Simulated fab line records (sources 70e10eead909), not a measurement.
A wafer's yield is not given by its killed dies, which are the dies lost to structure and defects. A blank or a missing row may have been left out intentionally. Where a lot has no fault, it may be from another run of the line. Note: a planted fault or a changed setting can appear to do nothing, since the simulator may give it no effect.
A lot that was struck, set against a sound lot | flow nand-harc | 39 steps out of a route of 1302
Sound: wafers L794.1, L794.3, L794.4. Struck: wafer L793.5 (L793.2, L793.6, from the same lot, were not struck and are left out); the cause is given at the end.
For every step that has rows: the tool of each side, followed by ch and its chambers, followed by its first start. Under that, the readings that differ: sound wafers | struck wafers | difference of the means | sigmas: that difference in standard deviations of wafers without a fault.
alike: readings with means less than 2 such deviations apart, plus words and numbers identical on both sides. not compared: withheld readings, readings lacking a value on some wafer, bounds such as >300 that could conceal the same value, and numbers that have no deviation in the record and whose values overlap.
Wherever a step has rows on one side only, a row that says differs or no value, or a row with sigmas, the two part there. Numbers that don't overlap but have no deviation are shown without sigmas and don't part them. Lack of a reading on every wafer of one side parts them only where that side has two or more wafers.

first, 8 steps without rows for these wafers: NHARC_P_BONDPAD_HMDS_02 (time 30 s); NHARC_P_BONDPAD_COAT_36 (time 65 s); NHARC_P_BONDPAD_COAT_03 (resist thk 600 nm); NHARC_P_BONDPAD_SOFTBAKE_04 (time 70 s); NHARC_P_BONDPAD_EBR_05; NHARC_P_BONDPAD_EXPOSE_06 (exposes mask P BPAD); NHARC_P_BONDPAD_PEB_07 (peb time 80 s); NHARC_P_BONDPAD_DEVELOP_08 (time 50 s).
NHARC_P_BONDPAD_CD_MEAS_09 targets a cd of 500 nm.
  sound on cd-sem-02 ch 0, day 11 11:35; struck on cd-sem-02 ch 0, day 11 01:43
  alike: cd-nm
NHARC_P_BONDPAD_OVL_MEAS_38:
  sound: overlay-02 at day 11 11:41; struck: overlay-01 at day 11 01:47
  alike: overlay-x-nm, overlay-y-nm
then, 1 step without rows for these wafers: NHARC_P_BONDPAD_HARDBAKE_10 (time 65 s).
NHARC_P_BONDPAD_DESCUM_11: chemistry O2, time 3 s.
  sound on rie-diel-02 ch 0,1,3, day 11 11:48; struck on rie-diel-06 ch 2, day 11 01:56
  reading                         | sound             | struck | difference | sigmas
  oes-product-au (a.u.)           | 0.998 0.978 0.994 | 1.016  | +0.026     | +3
  showerhead-plenum-p-Torr (Torr) | 1.98 2.05 1.90    | 1.79   | -0.19      | -2
  alike: drypump-motor-current-A, rf-vpp-V, throttle-valve-pct
  not compared: rf-hours-counter-h
NHARC_P_BONDPAD_ETCH_37: etches the open film in N2/H2, target depth 60 nm, overetch 18 nm, time 65.91 s.
  sound on rie-diel-02 ch 0,1,2, day 11 11:53; struck on rie-diel-06 ch 2, day 11 02:01
  reading                         | sound             | struck | difference | sigmas
  oes-product-au (a.u.)           | 1.006 0.993 1.002 | 1.016  | +0.016     | +2
  rf-vpp-V (V)                    | 427.8 433.7 432.0 | 425.5  | -5.7       | -2
  showerhead-plenum-p-Torr (Torr) | 1.95 2.19 2.12    | 1.91   | -0.18      | -2
  alike: drypump-motor-current-A, rf-fwd-power-W, throttle-valve-pct
  not compared: rf-hours-counter-h
NHARC_P_BONDPAD_ETCH_12: etches the open film in CHF3/O2, target depth 200 nm, time 100 s.
  sound on rie-diel-02 ch 0,2,3; struck on rie-diel-06 ch 0
  alike: drypump-motor-current-A, oes-product-au, rf-fwd-power-W, rf-vpp-V, showerhead-plenum-p-Torr, throttle-valve-pct
  not compared: rf-hours-counter-h
NHARC_P_BONDPAD_CD_MEAS_13:
  sound: cd-sem-03 at day 11 12:07; struck: cd-sem-02 at day 11 02:14
  alike: cd-nm
then, 1 step without rows for these wafers: NHARC_P_BONDPAD_STRIP_15 (strips in O2).
NHARC_P_BONDPAD_ETCH_24: etches the open film in CF4/N2, target depth 30 nm, time 72.99 s.
  sound on rie-diel-06 ch 1,2,3; struck on rie-diel-11 ch 0, day 11 02:29
  alike: drypump-motor-current-A, oes-product-au, rf-fwd-power-W, rf-vpp-V, showerhead-plenum-p-Torr, throttle-valve-pct
  not compared: rf-hours-counter-h
then, 2 steps without rows for these wafers: NHARC_P_BONDPAD_STRIP_16 (strips in post etch residue remover, time 600 s); NHARC_P_BONDPAD_DEGAS_25 (time 60 s).
NHARC_P_BONDPAD_PRE_CLEAN_26: time 30 s.
  sound on pvd-sputter-02; struck on pvd-sputter-02
  alike: heater-power-w
then, 5 steps without rows for these wafers: NHARC_P_BONDPAD_PVD_17 (deposits TaN, target thk 5 nm, time 8.06 s); NHARC_P_BONDPAD_PVD_27 (deposits Cu, target thk 30 nm, time 20.49 s); NHARC_P_BONDPAD_ECD_18 (material Cu, target thk 400 nm); NHARC_P_BONDPAD_ANNEAL_28 (time 90 s); NHARC_P_BONDPAD_CMP_19 (polishes, t overpolish 30 s, cu recess touch 16 s, target thk 160.81 nm).
NHARC_P_BONDPAD_THK_MEAS_20: measures by xrf.
  sound: film-metro-01 at day 11 14:08; struck: film-metro-02 at day 11 04:18
  alike: thk-nm
then, 1 step without rows for these wafers: NHARC_P_BONDPAD_SRD_21 (time 30 s, dry time 20 s).
NHARC_P_BONDPAD_ACTIVATE_29: chemistry N2, time 60 s.
  sound on rie-diel-06 ch 0,2,3, day 11 14:24; struck on rie-diel-06 ch 3, day 11 04:36
  alike: drypump-motor-current-A, oes-product-au, rf-vpp-V, showerhead-plenum-p-Torr
  not compared: rf-hours-counter-h
then, 10 steps without rows for these wafers: NHARC_P_BONDPAD_PRECLEAN_30 (cleans in DIW, time 300 s); NHARC_P_BONDPAD_SRD_31 (time 30 s, dry time 20 s); NHARC_A_ZERO_WELL_PRECLEAN_00 (cleans in SPM, time 600 s); NHARC_A_ZERO_WELL_SRD_01; NHARC_A_ZERO_WELL_DEHYDRATE_02 (time 120 s); NHARC_A_ZERO_WELL_HMDS_03 (time 30 s); NHARC_A_ZERO_WELL_COAT_18 (time 65 s); NHARC_A_ZERO_WELL_COAT_04 (resist thk 600 nm); NHARC_A_ZERO_WELL_SOFTBAKE_05 (time 70 s); NHARC_A_ZERO_WELL_EBR_06.
-- record jumps: 17 days between struck wafers' starts before vs after; left off in module A_ZERO_WELL, resumes in module END, first step shown is number 1302 of the route --
NHARC_END_SORT_01:
  sound on prober-02 ch 0, day 29 05:37; struck on prober-01 ch 0, day 28 10:27
  reading                  | sound    | struck | difference | sigmas
  defect-limited-yield (%) | 90 90 93 | 83     | -8         | -3
  killed-at-periphery      | 4 3 6    | 64     | +60        | +22
  killed-dies              | 67 68 49 | 113    | +52        | +3
  killed-short             | 3 2 1    | 5      | +3         | +2
  alike: killed-at-array, killed-at-other, killed-open

== WHERE THEY PART ==
Earliest at NHARC_P_BONDPAD_DESCUM_11; latest, in this record, at NHARC_END_SORT_01.

WHY: whatever the simulator had introduced
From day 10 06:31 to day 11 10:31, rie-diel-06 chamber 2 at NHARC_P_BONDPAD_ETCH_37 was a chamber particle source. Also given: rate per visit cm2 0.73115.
